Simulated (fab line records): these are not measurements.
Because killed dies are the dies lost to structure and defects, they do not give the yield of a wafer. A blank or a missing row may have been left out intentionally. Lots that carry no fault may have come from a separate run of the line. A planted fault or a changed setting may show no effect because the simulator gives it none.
A lot that was struck, set against a sound lot | flow n5 finfet | 16 steps out of a route of 1938
Sound: the wafers L545.3, L545.4, L545.5. Struck: wafers L555.1, L555.4 (left out: L555.2, a lot-mate that was not struck); the cause follows at the end.
Each step with rows lists, per side, the tool, then ch with its chambers, then its first start. Under that, the readings that differ: sound wafers | struck wafers | difference of the means | sigmas: that difference in standard deviations of wafers without a fault.
alike: readings with means less than 2 such deviations apart, plus words and numbers identical on both sides. not compared: withheld readings, readings lacking a value on some wafer, bounds such as >300 that could conceal the same value, and numbers that have no deviation in the record and whose values overlap.
A row with sigmas, a row that says differs or no value, or rows on one side alone: a step with any of these is where the two part. Numbers that don't overlap but have no deviation are shown without sigmas and don't part them. A reading that every wafer of one side lacks parts them only if that side has two wafers or more.

first, 7 steps without rows for these wafers: N5_SDB_COAT_04 (time 60 s, resist thk 18 nm); N5_SDB_COAT_05 (resist thk 90 nm); N5_SDB_EBR_07; N5_SDB_SOFTBAKE_06 (time 60 s); N5_SDB_EXPOSE_08 (exposes mask SDB); N5_SDB_PEB_09 (peb time 60 s); N5_SDB_DEVELOP_10 (develop time 30 s).
N5_SDB_CD_MEAS_11: the cd target is 50 nm.
  sound on cd sem-02 ch 0, day 5 02:44; struck on cd sem-01 ch 0, day 7 12:28
  alike: cd nm
N5_SDB_OVL_MEAS_12:
  sound on overlay-02 ch 0, day 5 02:46; struck on overlay-02 ch 0, day 7 12:30
  alike: SDB_OVL
N5_SDB_INSPECT_13: inspects for defects (brightfield).
  sound on defect inspect-02, day 5 02:47; struck on defect inspect-01, day 7 12:31
  alike: raw defect count
N5_SDB_DESCUM_16: chemistry O2, time 7.9 s.
  sound on rie diel-02 ch 1,3, day 5 02:49; struck on rie diel-05 ch 0, day 7 12:36
  reading                         | sound          | struck    | difference | sigmas
  showerhead plenum p Torr (Torr) | 2.12 2.06 2.06 | 2.22 2.22 | +0.14      | +2
  alike: bias power w, drypump motor current A, oes product au, rf vpp V, throttle valve pct
  not compared: rf hours counter h
N5_SDB_ETCH_17: etches SiARC in CF4, target depth 23.4 nm, time 39 s.
  sound on rie diel-02 ch 1,3, day 5 02:51; struck on rie diel-05 ch 0, day 7 12:38
  alike: drypump motor current A, etch rf on time s, oes product au, rf fwd power W, rf vpp V, showerhead plenum p Torr, throttle valve pct
  not compared: rf hours counter h
N5_SDB_ETCH_18: etches SOC in N2/H2, target depth 100 nm, overetch 20 nm, time 150 s.
  sound on rie diel-02 ch 1,3, day 5 02:53; struck on rie diel-05 ch 0, day 7 12:40
  reading                                | sound             | struck        | difference | sigmas
  rf fwd power W (W)                     | 836.0 831.0 833.9 | 1036.2 1037.1 | +203.0     | +75
  rf vpp V (V)                           | 527.8 523.1 522.1 | 491.7 490.0   | -33.5      | -13
  model.SiARC_of_SDB_COAT_04.thk nm (nm) | 12.8 13 13        | 12.4 12.2     | -0.6       |
  alike: drypump motor current A, oes product au, showerhead plenum p Torr, throttle valve pct
  not compared: rf hours counter h
then, 1 step without rows for these wafers: N5_SDB_STRIP_19 (strips in N2/H2).
-- the record jumps here: 5 days lie between the struck wafers' starts before and after (it left off in module SDB and takes up again in module BEOL_M4, whose first step shown is number 1111 of the route) --
N5_BEOL_M4_RC_MEAS_101:
  sound on prober-01 ch 0, day 9 08:49; struck on prober-02 ch 0, day 12 13:04
  reading        | sound          | struck    | difference | sigmas
  IOFF_P (nA/um) | 0.18 0.20 0.16 | 0.25 0.28 | +0.09      | +2
  ION_N (uA/um)  | 660 662 644    | 686 687   | +31        | +3
  ION_P (uA/um)  | 460 455 446    | 473 475   | +20        | +3
  alike: DIBL_N, DIBL_P, IOFF_N, SS_N, SS_P, VT_N, VT_P
N5_PASSIVATION_PROBE_49:
  rows exist in the record for the sound wafers here (prober-01, day 13 11:36), none for the struck ones

## WHERE THEY PART
Last at N5_PASSIVATION_PROBE_49 as far as this record goes, first at N5_SDB_DESCUM_16.

WHY: whatever the simulator had introduced
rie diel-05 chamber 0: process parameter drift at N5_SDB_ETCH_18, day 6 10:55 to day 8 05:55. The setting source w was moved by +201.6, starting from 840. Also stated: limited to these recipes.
